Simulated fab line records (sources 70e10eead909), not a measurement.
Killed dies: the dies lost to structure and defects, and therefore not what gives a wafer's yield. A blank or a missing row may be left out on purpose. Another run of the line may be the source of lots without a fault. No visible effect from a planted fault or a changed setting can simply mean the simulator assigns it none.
Tool commonality check | flow nand harc | Sample size 12 lots and 36 wafers

## WHY THIS WAS OPENED
At NHARC_A_ONON_D2_THK_MEAS_27 the reading thk nm is flagged on 2 of 12 lots. No-fault wafers: 998 nm, standard deviation 13.
Rule: a lot is flagged in two cases, either no wafer of it has a number, or all its wafers with numbers fall more than 4 standard deviations from that mean. All remaining lots are regarded as sound.

lot  | measured     | on            | thk nm (nm), wafer by wafer | flag
L577 | day 13 19:22 | film metro-02 | 1018 1018 1018              |
L580 | day 14 20:41 | film metro-02 | 976 976 974                 |
L581 | day 15 10:42 | film metro-01 | 1017 1015 1014              |
L582 | day 16 05:41 | film metro-02 | 995 997 995                 |
L583 | day 16 05:41 | film metro-01 | 986 986 986                 |
L584 | day 17 13:07 | film metro-01 | 995 995 995                 |
L585 | day 17 16:55 | film metro-02 | 996 994 996                 |
L587 | day 17 16:55 | film metro-02 | 979 979 982                 |
L589 | day 18 22:49 | film metro-02 | 975 977 976                 |
L590 | day 19 11:21 | film metro-01 | 1168 1166 1165              | FLAGGED
L591 | day 19 19:05 | film metro-01 | 1184 1182 1184              | FLAGGED
L597 | day 22 02:56 | film metro-02 | 1017 1018 1020              |
Average over the flagged lots: 1175 nm; offset from the usual +177 nm, equal to +14 standard deviations.

## TOOL THAT RAN EACH LOT
Before the reading, the record contains 2 process steps out of a 1302-step route. Read each cell as the tool, then ch plus the chambers that the sampled wafers visited, then the start.
lot  | flag    | NHARC_A_CHANNEL_FILL_D1_ALD_16   | NHARC_A_ONON_D2_DEP_25
L577 |         | ald hk-04 ch 1,2,3, day 10 08:49 | pecvd onon-03 ch 0, day 13 18:51
L580 |         | ald hk-02 ch 1,2,3, day 11 10:55 | pecvd onon-02 ch 0, day 14 20:10
L581 |         | ald hk-02 ch 0,1,3, day 11 22:39 | pecvd onon-02 ch 0, day 15 10:15
L582 |         | ald hk-03 ch 0,2,3, day 12 18:05 | pecvd onon-04 ch 0, day 16 05:10
L583 |         | ald hk-03 ch 1,2,3, day 12 18:25 | pecvd onon-02 ch 0, day 16 05:18
L584 |         | ald hk-03 ch 0,1,3, day 13 13:28 | pecvd onon-02 ch 0, day 17 12:46
L585 |         | ald hk-02 ch 0,2,3, day 14 04:53 | pecvd onon-02 ch 0, day 17 16:27
L587 |         | ald hk-04 ch 1,2,3, day 14 11:59 | pecvd onon-03 ch 0, day 17 16:25
L589 |         | ald hk-03 ch 2,3, day 15 07:38   | pecvd onon-02 ch 0, day 18 22:22
L590 | FLAGGED | ald hk-04 ch 1,2,3, day 15 20:37 | pecvd onon-02 ch 0, day 19 10:51
L591 | FLAGGED | ald hk-03 ch 1,2,3, day 16 07:28 | pecvd onon-02 ch 0, day 19 18:35
L597 |         | ald hk-04 ch 0,1,2, day 18 16:23 | pecvd onon-03 ch 0, day 22 02:29
What the steps here do:
- NHARC_A_CHANNEL_FILL_D1_ALD_16: deposits SiO2, target thk 1.5 nm, pulse time 10 s, ald cycles 15.
- NHARC_A_ONON_D2_DEP_25: target thk 1000 nm.
- NHARC_A_ONON_D2_THK_MEAS_27: measures by ellipsometry.

## FLAGGED AGAINST TOTAL, ONE TOOL AT A TIME (gauges that did the reading follow at the end)
step                           | tool          | lots run | flagged | share of the flagged lots | sound lots run after its first flagged lot
NHARC_A_CHANNEL_FILL_D1_ALD_16 | ald hk-02     | 3        | 0       | none                      | -
NHARC_A_CHANNEL_FILL_D1_ALD_16 | ald hk-03     | 5        | 1       | some                      | 0
NHARC_A_CHANNEL_FILL_D1_ALD_16 | ald hk-04     | 4        | 1       | some                      | 1 (L597)
NHARC_A_ONON_D2_DEP_25         | pecvd onon-02 | 8        | 2       | all                       | 0
NHARC_A_ONON_D2_DEP_25         | pecvd onon-03 | 3        | 0       | none                      | -
NHARC_A_ONON_D2_DEP_25         | pecvd onon-04 | 1        | 0       | none                      | -
NHARC_A_ONON_D2_THK_MEAS_27    | film metro-01 | 5        | 2       | all                       | 0
NHARC_A_ONON_D2_THK_MEAS_27    | film metro-02 | 7        | 0       | none                      | -

## WHAT THE TABLE ALLOWS
pecvd onon-02 at NHARC_A_ONON_D2_DEP_25 and film metro-01 at NHARC_A_ONON_D2_THK_MEAS_27 are the 2 rows of the table that ran each flagged lot.
- pecvd onon-02 at NHARC_A_ONON_D2_DEP_25 ran 8 lots, 2 of them flagged. A fault beginning between L589 (day 18 22:22), its last sound lot, and L590 (day 19 10:51), its first flagged one, fits the data.
- film metro-01 at NHARC_A_ONON_D2_THK_MEAS_27 ran 5 lots, 2 of them flagged. A fault beginning between L584 (day 17 13:07), its last sound lot, and L590 (day 19 11:21), its first flagged one, fits the data.
Because each of these 2 tools fits a fault that began at some hour, counting lots does not separate them. More lots, or a look at what each step does to the wafer, might.

## WHAT THE SIMULATOR HAD INSERTED
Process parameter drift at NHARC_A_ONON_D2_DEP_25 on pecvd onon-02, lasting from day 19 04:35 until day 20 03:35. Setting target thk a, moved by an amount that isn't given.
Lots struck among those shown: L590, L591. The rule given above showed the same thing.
